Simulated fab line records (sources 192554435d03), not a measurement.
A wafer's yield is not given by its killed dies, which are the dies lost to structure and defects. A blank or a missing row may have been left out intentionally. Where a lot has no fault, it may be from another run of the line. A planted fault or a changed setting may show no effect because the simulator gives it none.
Split-lot trial    flow n5_finfet    on a route of 1938 steps: 7 lots, 21 wafers read

## THE SPLIT ITSELF
At N5_SD_EPI_N_PEB_07 (peb time 60 s), the setting peb_time_s was moved away from the recipe's 60 s on 7 of the 21 wafers read, by +9.3% to +18.8%. All remaining wafers had this setting at the recipe value.

## FROM THE SPLIT TO THE READING: what the file shows between them, 1 step
- N5_SD_EPI_N_DEVELOP_08: develop time 30 s

## THE READING
cd_nm, in nm, at N5_SD_EPI_N_CD_MEAS_09 (target cd 120 nm). A value of 119.8 nm with a standard deviation of 0.7 nm is what fault-free wafers of this fab line usually give.

wafer   tool, chamber at the split  peb_time_s as run, s  against the recipe  cd_nm, nm  against lot-mates on the recipe
L076.1  litho_track-05, 0           60                    recipe              121.0      -
L076.2  litho_track-05, 0           60                    recipe              119.6      -
L076.5  litho_track-05, 0           71.27                 +18.8%              126.1      +5.8
L075.1  litho_track-02, 0           69.74                 +16.2%              123.7      +4.6
L075.2  litho_track-02, 0           60                    recipe              119.1      -
L075.4  litho_track-02, 0           60                    recipe              119.1      -
L079.3  litho_track-03, 0           60                    recipe              119.8      -
L079.4  litho_track-03, 0           65.61                 +9.3%               123.1      +3.3
L079.5  litho_track-03, 0           65.61                 +9.3%               122.2      +2.4
L080.2  litho_track-02, 0           60                    recipe              119.0      -
L080.3  litho_track-02, 0           60                    recipe              120.4      -
L080.5  litho_track-02, 0           60                    recipe              119.5      -
L089.2  litho_track-05, 0           71.15                 +18.6%              126.2      +6.2
L089.3  litho_track-05, 0           60                    recipe              119.4      -
L089.6  litho_track-05, 0           60                    recipe              120.6      -
L092.1  litho_track-05, 0           60                    recipe              118.2      -
L092.3  litho_track-05, 0           60                    recipe              119.8      -
L092.4  litho_track-05, 0           60                    recipe              118.6      -
L097.2  litho_track-05, 0           71.01                 +18.4%              125.3      +6.3
L097.5  litho_track-05, 0           60                    recipe              119.0      -
L097.6  litho_track-05, 0           71.01                 +18.4%              125.3      +6.3

THE FIT
A straight line over all 21 wafers: cd_nm changes by +0.325 nm for each +1% of peb_time_s; r = +0.96; the points scatter about the line by 0.73 nm.
The same after taking each lot's own level away (the mean of its wafers on the recipe; 21 wafers): +0.323 nm for each +1%; r = +0.98; scatter 0.53 nm.
Per that fit: largest peb_time_s move, reading shift of 6.1 nm.
From 118.87 to 120.30 nm: that is the span of the lots' own levels, equal to 2.0 times the standard deviation above.
So the lot-to-lot level changes the slope little: the two slopes agree.
Check: for one of the wafers moved furthest among these (+18.8%), held out of the fit, the line's prediction against its lot-mates is +6.12 nm. Against them it came out at +5.8 nm.

## FURTHER SPLITS ON THESE WAFERS
Before the reading, these wafers also passed through other splits. Each is held against what the fit with the lots' levels taken away leaves over:
other split on the same wafers   wafers away from the commonest value  r with cd_nm (lot level and that fit taken away)
N5_ZERO_LAYER_PECVD_02 time_s    8                                     -0.35
N5_WELL_APT_COAT_02 spin_rpm     5                                     -0.34
N5_FIN_SAQP_PEB_14 peb_time_s    5                                     -0.04
N5_FIN_CUT_CUT_ETCH_26 time_s    7                                     +0.05
N5_DUMMY_GATE_EXPOSE_12 dose_mj  10                                    -0.17
N5_DUMMY_GATE_DESCUM_20 time_s   9                                     +0.45
N5_SD_EPI_N_COAT_32 spin_rpm     5                                     +0.07

## THE WHOLE CHAIN: every reading that the file lists as answering this split, in the file's order
step                    what it does                                      reading                                                          change (the file's fit)                r (the file's)
N5_SD_EPI_N_CD_MEAS_09  target cd 120 nm                                  cd_nm                                                            +0.318 nm for each +1% of the setting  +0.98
N5_SD_EPI_N_DESCUM_14   chemistry O2, time 7.9 s                          SD_EPI_N.cd_nm (the simulator's own value, which no gauge read)  +0.314 nm for each +1% of the setting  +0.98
N5_SD_EPI_N_ETCH_35     etches SOC in N2/H2, overetch 108 nm, time 486 s  SD_EPI_N.cd_nm (the simulator's own value, which no gauge read)  +0.291 nm for each +1% of the setting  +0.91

## THE FILE'S OWN FIT
cd_nm changes by +0.318 nm for each +1% of peb_time_s, r = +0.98.
